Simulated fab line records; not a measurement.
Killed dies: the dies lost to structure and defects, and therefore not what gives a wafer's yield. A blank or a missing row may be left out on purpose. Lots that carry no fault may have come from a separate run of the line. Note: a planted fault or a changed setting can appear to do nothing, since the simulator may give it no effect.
fab line records || flow n5Finfet || part 2 of 2: steps 26 to 36 of 36
[record] {"lots": 5, "wafers": 15, "lastDay": 17}
route steps=1938 shown BEOL_M11@1594 BEOL_M12@1602
lots untouched by any fault: they come from a run of this same line in which no faults occurred
startH: hours from the record's first day to the start of the lot's first wafer shown || waitH: time in hours since the lot's previous step || " as in the row above || L1.1+2: several wafers, shown together as one row || - either no value or no given start || * or withheld: withheld || < > ~ a bound
route shown NAME@n: names a module that has steps shown in the file, with the first one's number in the route || usual: mean/standard deviation taken from wafers without a fault || same: alike in all rows || chamber/n: place in a boat || sites: the reading at each site || _std_site: their standard deviation || _edge_site: the outer-site mean with the inner-site mean subtracted || radiusMm: how far each site lies from the wafer's centre || mask NAME#n: copy n || behind: the most recent tool/chamber to have shaped the wafer || hold: cause of the lot's hold/its duration in hours/its outcome || device: whichever transistor did not switch (one of n, p or np) || end of line: the tests these same wafers got at the end of their route || step lacking rows: just its recipe || killed: at the first sort, the dies lost to defects and structure; wafer yield is something else || map: a wafer's dies, marking killed ones x, the rest . and places with no die _
set.NAME: the setting as run; set.NAME@STEP: as run at that earlier step || model.NAME: the simulator's own value behind a step, which no gauge read
certain route steps with their lots: each step a table, each wafer a row
services: a tool's chamber out of use, with start hour (startH, from the record's first day; less than 0 if before it), hours out, and reason
[[steps]]
[step N5_BEOL_M12_STRIP_64]
[recipe] {"chemistry": "N2/H2", "powerW": 1000, "tempC": 250, "h2Frac": 0.65, "overashFraction": 0.3, "pressureMtorr": "withheld", "n2FlowSccm": 1750, "h2FlowSccm": 3250}
[usual] {"drypumpMotorCurrentA": "5.66/0.19", "heaterPowerW": "325/44", "oesProductAu": "0.715/0.0049", "stripTimeToEndpointS": "31.32/0.077", "tempC": "249.98/0.18"}
{"lot.wafer": "L076.1", "tool": "plasmaAsher-02", "chamber": 0, "startH": 250.38, "waitH": 0.0, "drypumpMotorCurrentA": 6.05, "heaterPowerW": 432, "oesProductAu": 0.718, "rfHoursCounterH": 123, "stripTimeToEndpointS": 31.40, "tempC": 249.70}
{"lot.wafer": "L076.2", "tool": "plasmaAsher-02", "chamber": 1, "startH": 250.38, "waitH": 0.0, "drypumpMotorCurrentA": 5.50, "heaterPowerW": 329, "oesProductAu": 0.710, "rfHoursCounterH": 123, "stripTimeToEndpointS": 31.38, "tempC": 249.88}
{"lot.wafer": "L076.6", "tool": "plasmaAsher-02", "chamber": 0, "startH": 250.38, "waitH": 0.0, "drypumpMotorCurrentA": 6.03, "heaterPowerW": 425, "oesProductAu": 0.716, "rfHoursCounterH": "-", "stripTimeToEndpointS": 31.41, "tempC": 250.02}
{"lot.wafer": "L079.2", "tool": "plasmaAsher-01", "chamber": 1, "startH": 265.46, "waitH": 0.0, "drypumpMotorCurrentA": 5.75, "heaterPowerW": 293, "oesProductAu": 0.716, "rfHoursCounterH": 71, "stripTimeToEndpointS": 31.32, "tempC": 249.86}
{"lot.wafer": "L079.5", "tool": "plasmaAsher-01", "chamber": 0, "startH": 265.46, "waitH": 0.0, "drypumpMotorCurrentA": 5.44, "heaterPowerW": 313, "oesProductAu": 0.705, "rfHoursCounterH": "-", "stripTimeToEndpointS": 31.35, "tempC": 250.04}
{"lot.wafer": "L079.6", "tool": "plasmaAsher-01", "chamber": 1, "startH": 265.46, "waitH": 0.0, "drypumpMotorCurrentA": 5.76, "heaterPowerW": 295, "oesProductAu": 0.726, "rfHoursCounterH": "-", "stripTimeToEndpointS": 31.38, "tempC": 249.81}
{"lot.wafer": "L080.1", "tool": "plasmaAsher-01", "chamber": 1, "startH": 266.80, "waitH": 0.0, "drypumpMotorCurrentA": 5.78, "heaterPowerW": 297, "oesProductAu": 0.720, "rfHoursCounterH": 72, "stripTimeToEndpointS": 31.19, "tempC": 249.74}
{"lot.wafer": "L080.3", "tool": "plasmaAsher-01", "chamber": 1, "startH": 266.80, "waitH": 0.0, "drypumpMotorCurrentA": 5.74, "heaterPowerW": 299, "oesProductAu": 0.713, "rfHoursCounterH": "-", "stripTimeToEndpointS": 31.22, "tempC": 250.06}
{"lot.wafer": "L080.5", "tool": "plasmaAsher-01", "chamber": 0, "startH": 266.80, "waitH": 0.0, "drypumpMotorCurrentA": 5.47, "heaterPowerW": 312, "oesProductAu": 0.717, "rfHoursCounterH": "-", "stripTimeToEndpointS": 31.21, "tempC": 250.04}
{"lot.wafer": "L083.2", "tool": "plasmaAsher-01", "chamber": 1, "startH": 286.42, "waitH": 0.0, "drypumpMotorCurrentA": 5.75, "heaterPowerW": 295, "oesProductAu": 0.716, "rfHoursCounterH": 75, "stripTimeToEndpointS": 31.27, "tempC": 249.83}
{"lot.wafer": "L083.3", "tool": "plasmaAsher-01", "chamber": 0, "startH": 286.42, "waitH": 0.0, "drypumpMotorCurrentA": 5.52, "heaterPowerW": 313, "oesProductAu": 0.714, "rfHoursCounterH": "-", "stripTimeToEndpointS": 31.31, "tempC": 249.90}
{"lot.wafer": "L083.5", "tool": "plasmaAsher-01", "chamber": 1, "startH": 286.42, "waitH": 0.0, "drypumpMotorCurrentA": 5.75, "heaterPowerW": 306, "oesProductAu": 0.718, "rfHoursCounterH": "-", "stripTimeToEndpointS": 31.22, "tempC": 249.85}
{"lot.wafer": "L094.2", "tool": "plasmaAsher-01", "chamber": 1, "startH": 365.43, "waitH": 0.0, "drypumpMotorCurrentA": 5.76, "heaterPowerW": 299, "oesProductAu": 0.712, "rfHoursCounterH": 91, "stripTimeToEndpointS": 31.39, "tempC": 250.33}
{"lot.wafer": "L094.4", "tool": "plasmaAsher-01", "chamber": 1, "startH": 365.43, "waitH": 0.0, "drypumpMotorCurrentA": 5.75, "heaterPowerW": 296, "oesProductAu": 0.723, "rfHoursCounterH": "-", "stripTimeToEndpointS": 31.40, "tempC": 250.29}
{"lot.wafer": "L094.6", "tool": "plasmaAsher-01", "chamber": 1, "startH": 365.43, "waitH": 0.0, "drypumpMotorCurrentA": 5.74, "heaterPowerW": 296, "oesProductAu": 0.714, "rfHoursCounterH": "-", "stripTimeToEndpointS": 31.36, "tempC": 249.99}
[step N5_BEOL_M12_STRIP_71]
[recipe] {"chemistry": "postEtchResidueRemover", "timeS": 60, "tempC": 25, "removerPh": "withheld", "removerWaterWtPct": "withheld", "removerFluorideWtPct": "withheld"}
[usual] {"tempC": "25.02/0.1"}
{"lot.wafer": "L076.1", "tool": "wetBench-03", "chamber": 5, "startH": 250.47, "waitH": 0.1, "tempC": 25.09}
{"lot.wafer": "L076.2", "tool": "wetBench-03", "chamber": 4, "startH": 250.47, "waitH": 0.1, "tempC": 25.10}
{"lot.wafer": "L076.6", "tool": "wetBench-03", "chamber": 1, "startH": 250.47, "waitH": 0.1, "tempC": 24.95}
{"lot.wafer": "L079.2", "tool": "wetBench-06", "chamber": 1, "startH": 265.54, "waitH": 0.1, "tempC": 24.80}
{"lot.wafer": "L079.5", "tool": "wetBench-06", "chamber": 5, "startH": 265.54, "waitH": 0.1, "tempC": 24.97}
{"lot.wafer": "L079.6", "tool": "wetBench-06", "chamber": 2, "startH": 265.54, "waitH": 0.1, "tempC": 25.06}
{"lot.wafer": "L080.1", "tool": "wetBench-03", "chamber": 1, "startH": 266.89, "waitH": 0.1, "tempC": 24.92}
{"lot.wafer": "L080.3", "tool": "wetBench-03", "chamber": 6, "startH": 266.89, "waitH": 0.1, "tempC": 24.99}
{"lot.wafer": "L080.5", "tool": "wetBench-03", "chamber": 2, "startH": 266.89, "waitH": 0.1, "tempC": 25.07}
{"lot.wafer": "L083.2", "tool": "wetBench-06", "chamber": 0, "startH": 286.51, "waitH": 0.1, "tempC": 24.99}
{"lot.wafer": "L083.3", "tool": "wetBench-06", "chamber": 6, "startH": 286.51, "waitH": 0.1, "tempC": 24.94}
{"lot.wafer": "L083.5", "tool": "wetBench-06", "chamber": 7, "startH": 286.51, "waitH": 0.1, "tempC": 25.01}
{"lot.wafer": "L094.2", "tool": "wetBench-03", "chamber": 3, "startH": 365.52, "waitH": 0.1, "tempC": 25.03}
{"lot.wafer": "L094.4", "tool": "wetBench-03", "chamber": 6, "startH": 365.52, "waitH": 0.1, "tempC": 25.06}
{"lot.wafer": "L094.6", "tool": "wetBench-03", "chamber": 5, "startH": 365.52, "waitH": 0.1, "tempC": 25.00}
[step N5_BEOL_M12_SRD_72]
[recipe] {"timeS": 30, "tempC": 23, "rinseLiquid": "diw", "dry": "n2Spin", "spinRpm": 1500, "dryTimeS": 30}
[usual] {"spinRpm": "1500.0/0.83", "tempC": "23.00/0.097"}
[same] {"dryTimeS": 30}
{"lot.wafer": "L076.1", "tool": "wetBench-03", "chamber": 5, "startH": 250.49, "waitH": 0.0, "spinRpm": 1499.0, "tempC": 23.00}
{"lot.wafer": "L076.2", "tool": "wetBench-03", "chamber": 4, "startH": 250.49, "waitH": 0.0, "spinRpm": 1498.4, "tempC": 23.08}
{"lot.wafer": "L076.6", "tool": "wetBench-03", "chamber": 1, "startH": 250.49, "waitH": 0.0, "spinRpm": 1500.8, "tempC": 22.93}
{"lot.wafer": "L079.2", "tool": "wetBench-06", "chamber": 1, "startH": 265.58, "waitH": 0.0, "spinRpm": 1498.8, "tempC": 22.99}
{"lot.wafer": "L079.5", "tool": "wetBench-06", "chamber": 5, "startH": 265.58, "waitH": 0.0, "spinRpm": 1500.9, "tempC": 22.95}
{"lot.wafer": "L079.6", "tool": "wetBench-06", "chamber": 2, "startH": 265.58, "waitH": 0.0, "spinRpm": 1499.8, "tempC": 22.99}
{"lot.wafer": "L080.1", "tool": "wetBench-03", "chamber": 1, "startH": 266.91, "waitH": 0.0, "spinRpm": 1499.7, "tempC": 22.85}
{"lot.wafer": "L080.3", "tool": "wetBench-03", "chamber": 6, "startH": 266.91, "waitH": 0.0, "spinRpm": 1500.3, "tempC": 22.87}
{"lot.wafer": "L080.5", "tool": "wetBench-03", "chamber": 2, "startH": 266.91, "waitH": 0.0, "spinRpm": 1500.6, "tempC": 23.01}
{"lot.wafer": "L083.2", "tool": "wetBench-06", "chamber": 0, "startH": 286.55, "waitH": 0.0, "spinRpm": 1500.4, "tempC": 22.97}
{"lot.wafer": "L083.3", "tool": "wetBench-06", "chamber": 6, "startH": 286.55, "waitH": 0.0, "spinRpm": 1500.7, "tempC": 22.99}
{"lot.wafer": "L083.5", "tool": "wetBench-06", "chamber": 7, "startH": 286.55, "waitH": 0.0, "spinRpm": 1500.0, "tempC": 23.13}
{"lot.wafer": "L094.2", "tool": "wetBench-03", "chamber": 3, "startH": 365.54, "waitH": 0.0, "spinRpm": 1500.2, "tempC": 22.94}
{"lot.wafer": "L094.4", "tool": "wetBench-03", "chamber": 6, "startH": 365.54, "waitH": 0.0, "spinRpm": 1500.1, "tempC": 23.13}
{"lot.wafer": "L094.6", "tool": "wetBench-03", "chamber": 5, "startH": 365.54, "waitH": 0.0, "spinRpm": 1499.0, "tempC": 22.94}
[step N5_BEOL_M12_CD_MEAS_17]
[recipe] {"targetCdNm": 140, "polarity": "opening"}
[usual] {"cdNm": "141.0/1.8"}
{"lot.wafer": "L076.1", "tool": "cdSem-02", "chamber": "-", "startH": 250.53, "waitH": 0.0, "cdNm": 140.5}
{"lot.wafer": "L076.2", "tool": "cdSem-02", "chamber": "-", "startH": 250.53, "waitH": 0.0, "cdNm": 139.7}
{"lot.wafer": "L076.6", "tool": "cdSem-02", "chamber": "-", "startH": 250.53, "waitH": 0.0, "cdNm": 140.0}
{"lot.wafer": "L079.2", "tool": "cdSem-03", "chamber": "-", "startH": 265.64, "waitH": 0.0, "cdNm": 138.1}
{"lot.wafer": "L079.5", "tool": "cdSem-03", "chamber": "-", "startH": 265.64, "waitH": 0.0, "cdNm": 141.7}
{"lot.wafer": "L079.6", "tool": "cdSem-03", "chamber": "-", "startH": 265.64, "waitH": 0.0, "cdNm": 141.7}
{"lot.wafer": "L080.1", "tool": "cdSem-02", "chamber": "-", "startH": 266.95, "waitH": 0.0, "cdNm": 140.4}
{"lot.wafer": "L080.3", "tool": "cdSem-02", "chamber": "-", "startH": 266.95, "waitH": 0.0, "cdNm": 142.0}
{"lot.wafer": "L080.5", "tool": "cdSem-02", "chamber": "-", "startH": 266.95, "waitH": 0.0, "cdNm": 137.1}
{"lot.wafer": "L083.2", "tool": "cdSem-02", "chamber": "-", "startH": 286.61, "waitH": 0.0, "cdNm": 141.3}
{"lot.wafer": "L083.3", "tool": "cdSem-02", "chamber": "-", "startH": 286.61, "waitH": 0.0, "cdNm": 144.5}
{"lot.wafer": "L083.5", "tool": "cdSem-02", "chamber": "-", "startH": 286.61, "waitH": 0.0, "cdNm": 140.1}
{"lot.wafer": "L094.2", "tool": "cdSem-03", "chamber": "-", "startH": 365.59, "waitH": 0.0, "cdNm": 140.6}
{"lot.wafer": "L094.4", "tool": "cdSem-03", "chamber": "-", "startH": 365.59, "waitH": 0.0, "cdNm": 140.5}
{"lot.wafer": "L094.6", "tool": "cdSem-03", "chamber": "-", "startH": 365.59, "waitH": 0.0, "cdNm": 142.5}
[step N5_BEOL_M12_COAT_65]
[recipe] {"resist": "SOC", "tempC": 250, "timeS": 60, "spinRpm": 1500, "resistThkNm": 300}
{"lot.wafer": "L076.1+2+6", "tool": "lithoTrack-04", "chamber": 0, "startH": 250.57, "waitH": 0.0}
{"lot.wafer": "L079.2+5+6", "tool": "lithoTrack-02", "chamber": 0, "startH": 265.67, "waitH": 0.0}
{"lot.wafer": "L080.1+3+5", "tool": "lithoTrack-04", "chamber": 0, "startH": 266.99, "waitH": 0.0}
{"lot.wafer": "L083.2+3+5", "tool": "lithoTrack-02", "chamber": 0, "startH": 286.64, "waitH": 0.0}
{"lot.wafer": "L094.2+4+6", "tool": "lithoTrack-02", "chamber": 0, "startH": 365.62, "waitH": 0.0}
[step N5_BEOL_M12_COAT_66]
[recipe] {"resist": "SiARC", "tempC": 220, "timeS": 60, "spinRpm": 1500, "resistThkNm": 110}
{"lot.wafer": "L076.1+2+6", "tool": "lithoTrack-04", "chamber": 0, "startH": "-", "waitH": "-"}
{"lot.wafer": "L079.2+5+6", "tool": "lithoTrack-02", "chamber": 0, "startH": "-", "waitH": "-"}
{"lot.wafer": "L080.1+3+5", "tool": "lithoTrack-04", "chamber": 0, "startH": "-", "waitH": "-"}
{"lot.wafer": "L083.2+3+5", "tool": "lithoTrack-02", "chamber": 0, "startH": "-", "waitH": "-"}
{"lot.wafer": "L094.2+4+6", "tool": "lithoTrack-02", "chamber": 0, "startH": "-", "waitH": "-"}
[step N5_BEOL_M12_COAT_22]
[recipe] {"spinRpm": 2888, "resistThkNm": 300}
{"lot.wafer": "L076.1+2+6", "tool": "lithoTrack-04", "chamber": 0, "startH": "-", "waitH": "-"}
{"lot.wafer": "L079.2+5+6", "tool": "lithoTrack-02", "chamber": 0, "startH": "-", "waitH": "-"}
{"lot.wafer": "L080.1+3+5", "tool": "lithoTrack-04", "chamber": 0, "startH": "-", "waitH": "-"}
{"lot.wafer": "L083.2+3+5", "tool": "lithoTrack-02", "chamber": 0, "startH": "-", "waitH": "-"}
{"lot.wafer": "L094.2+4+6", "tool": "lithoTrack-02", "chamber": 0, "startH": "-", "waitH": "-"}
[step N5_BEOL_M12_EBR_24]
[recipe] {"solvent": "PGMEA", "ebrWidthMm": 1.5}
{"lot.wafer": "L076.1+2+6", "tool": "lithoTrack-04", "chamber": 0, "startH": "-", "waitH": "-"}
{"lot.wafer": "L079.2+5+6", "tool": "lithoTrack-02", "chamber": 0, "startH": "-", "waitH": "-"}
{"lot.wafer": "L080.1+3+5", "tool": "lithoTrack-04", "chamber": 0, "startH": "-", "waitH": "-"}
{"lot.wafer": "L083.2+3+5", "tool": "lithoTrack-02", "chamber": 0, "startH": "-", "waitH": "-"}
{"lot.wafer": "L094.2+4+6", "tool": "lithoTrack-02", "chamber": 0, "startH": "-", "waitH": "-"}
[step N5_BEOL_M12_SOFTBAKE_23]
[recipe] {"tempC": 130, "timeS": 60}
{"lot.wafer": "L076.1+2+6", "tool": "lithoTrack-04", "chamber": 0, "startH": "-", "waitH": "-"}
{"lot.wafer": "L079.2+5+6", "tool": "lithoTrack-02", "chamber": 0, "startH": "-", "waitH": "-"}
{"lot.wafer": "L080.1+3+5", "tool": "lithoTrack-04", "chamber": 0, "startH": "-", "waitH": "-"}
{"lot.wafer": "L083.2+3+5", "tool": "lithoTrack-02", "chamber": 0, "startH": "-", "waitH": "-"}
{"lot.wafer": "L094.2+4+6", "tool": "lithoTrack-02", "chamber": 0, "startH": "-", "waitH": "-"}
[step N5_BEOL_M12_EXPOSE_25]
[recipe] {"maskId": "M12", "na": 0.93, "sourceShape": "conventional", "sigmaOuter": 0.4, "polarization": "unpolarized", "doseMj": 21.8}
[usual] {"exposureDoseMJCm2": "21.771/0.02", "stageVelMmS": "500.00/0.26"}
{"lot.wafer": "L076.1", "tool": "krfScanner-02", "chamber": 0, "startH": 250.69, "waitH": "-", "mask": "M12#0", "exposureDoseMJCm2": 21.770, "stageVelMmS": 500.54}
{"lot.wafer": "L076.2", "tool": "krfScanner-02", "chamber": 0, "startH": 250.69, "waitH": "-", "mask": "M12#0", "exposureDoseMJCm2": 21.802, "stageVelMmS": 500.28}
{"lot.wafer": "L076.6", "tool": "krfScanner-02", "chamber": 0, "startH": 250.69, "waitH": "-", "mask": "M12#0", "exposureDoseMJCm2": 21.803, "stageVelMmS": 499.89}
{"lot.wafer": "L079.2", "tool": "krfScanner-01", "chamber": 0, "startH": 265.92, "waitH": "-", "mask": "M12#0", "exposureDoseMJCm2": 21.771, "stageVelMmS": 499.73}
{"lot.wafer": "L079.5", "tool": "krfScanner-01", "chamber": 0, "startH": 265.92, "waitH": "-", "mask": "M12#0", "exposureDoseMJCm2": 21.769, "stageVelMmS": 499.89}
{"lot.wafer": "L079.6", "tool": "krfScanner-01", "chamber": 0, "startH": 265.92, "waitH": "-", "mask": "M12#0", "exposureDoseMJCm2": 21.801, "stageVelMmS": 499.89}
{"lot.wafer": "L080.1", "tool": "krfScanner-02", "chamber": 0, "startH": 267.23, "waitH": "-", "mask": "M12#0", "exposureDoseMJCm2": 21.773, "stageVelMmS": 499.75}
{"lot.wafer": "L080.3", "tool": "krfScanner-02", "chamber": 0, "startH": 267.23, "waitH": "-", "mask": "M12#0", "exposureDoseMJCm2": 21.800, "stageVelMmS": 500.06}
{"lot.wafer": "L080.5", "tool": "krfScanner-02", "chamber": 0, "startH": 267.23, "waitH": "-", "mask": "M12#0", "exposureDoseMJCm2": 21.781, "stageVelMmS": 499.90}
{"lot.wafer": "L083.2", "tool": "krfScanner-02", "chamber": 0, "startH": 286.77, "waitH": "-", "mask": "M12#0", "exposureDoseMJCm2": 21.777, "stageVelMmS": 500.17}
{"lot.wafer": "L083.3", "tool": "krfScanner-02", "chamber": 0, "startH": 286.77, "waitH": "-", "mask": "M12#0", "exposureDoseMJCm2": 21.756, "stageVelMmS": 500.14}
{"lot.wafer": "L083.5", "tool": "krfScanner-02", "chamber": 0, "startH": 286.77, "waitH": "-", "mask": "M12#0", "exposureDoseMJCm2": 21.775, "stageVelMmS": 500.17}
{"lot.wafer": "L094.2", "tool": "krfScanner-02", "chamber": 0, "startH": 365.87, "waitH": "-", "mask": "M12#0", "exposureDoseMJCm2": 21.751, "stageVelMmS": 500.34}
{"lot.wafer": "L094.4", "tool": "krfScanner-02", "chamber": 0, "startH": 365.87, "waitH": "-", "mask": "M12#0", "exposureDoseMJCm2": 21.790, "stageVelMmS": 500.13}
{"lot.wafer": "L094.6", "tool": "krfScanner-02", "chamber": 0, "startH": 365.87, "waitH": "-", "mask": "M12#0", "exposureDoseMJCm2": 21.755, "stageVelMmS": 500.23}
[step N5_BEOL_M12_PEB_26]
[recipe] {"pebTempC": 130, "pebTimeS": 90}
{"lot.wafer": "L076.1+2+6", "tool": "lithoTrack-01", "chamber": 0, "startH": 250.74, "waitH": 0.1}
{"lot.wafer": "L079.2+5+6", "tool": "lithoTrack-02", "chamber": 0, "startH": 265.98, "waitH": 0.0}
{"lot.wafer": "L080.1+3+5", "tool": "lithoTrack-04", "chamber": 0, "startH": 267.29, "waitH": 0.1}
{"lot.wafer": "L083.2+3+5", "tool": "lithoTrack-04", "chamber": 0, "startH": 286.82, "waitH": 0.0}
{"lot.wafer": "L094.2+4+6", "tool": "lithoTrack-02", "chamber": 0, "startH": 365.92, "waitH": 0.0}
[[services]]
{"tool": "pecvd-02", "chamber": 2, "startH": 232.76, "hours": 12.9, "kind": "repair"}
{"tool": "cmp-04", "chamber": "-", "startH": 235.93, "hours": 5.2, "kind": "pm"}
{"tool": "plasmaAsher-01", "chamber": "-", "startH": 235.97, "hours": 2.8, "kind": "pm"}
{"tool": "cmp-04", "chamber": "-", "startH": 243.75, "hours": 1.7, "kind": "repair"}
{"tool": "krfScanner-01", "chamber": "-", "startH": 247.31, "hours": 3.6, "kind": "pm"}
{"tool": "cmp-02", "chamber": "-", "startH": 247.50, "hours": 5.6, "kind": "pm"}
{"tool": "krfScanner-02", "chamber": "-", "startH": 253.90, "hours": 1.0, "kind": "pm"}
{"tool": "krfScanner-02", "chamber": 0, "startH": 272.81, "hours": "-", "kind": "calibration"}
{"tool": "lithoTrack-04", "chamber": "-", "startH": 281.80, "hours": "-", "kind": "consumableReplace:filter"}
{"tool": "krfScanner-01", "chamber": "-", "startH": 282.70, "hours": 4.0, "kind": "pm"}
{"tool": "cmp-04", "chamber": "-", "startH": 291.40, "hours": 4.0, "kind": "pm"}
{"tool": "ecdCu-02", "chamber": "-", "startH": 293.42, "hours": 0.6, "kind": "repair"}
{"tool": "rieDiel-02", "chamber": 3, "startH": 311.75, "hours": "-", "kind": "clean"}
{"tool": "krfScanner-02", "chamber": "-", "startH": 314.89, "hours": 0.8, "kind": "pm"}
{"tool": "krfScanner-01", "chamber": "-", "startH": 319.42, "hours": 0.8, "kind": "pm"}
{"tool": "lithoTrack-02", "chamber": "-", "startH": 320.03, "hours": "-", "kind": "consumableReplace:filter"}
{"tool": "ecdCu-02", "chamber": "-", "startH": 322.82, "hours": 14.5, "kind": "repair"}
{"tool": "wetBench-06", "chamber": "-", "startH": 329.78, "hours": 4.4, "kind": "pm"}
{"tool": "cmp-02", "chamber": "-", "startH": 339.40, "hours": 4.0, "kind": "pm"}
{"tool": "plasmaAsher-02", "chamber": "-", "startH": 340.56, "hours": 0.9, "kind": "repair"}
{"tool": "krfScanner-01", "chamber": "-", "startH": 346.28, "hours": 1.3, "kind": "pm"}
{"tool": "krfScanner-02", "chamber": "-", "startH": 348.62, "hours": 1.3, "kind": "pm"}
{"tool": "rieDiel-02", "chamber": 0, "startH": 349.30, "hours": 4.2, "kind": "repair"}
{"tool": "rtpAnneal-02", "chamber": "-", "startH": 350.01, "hours": 2.3, "kind": "pm"}
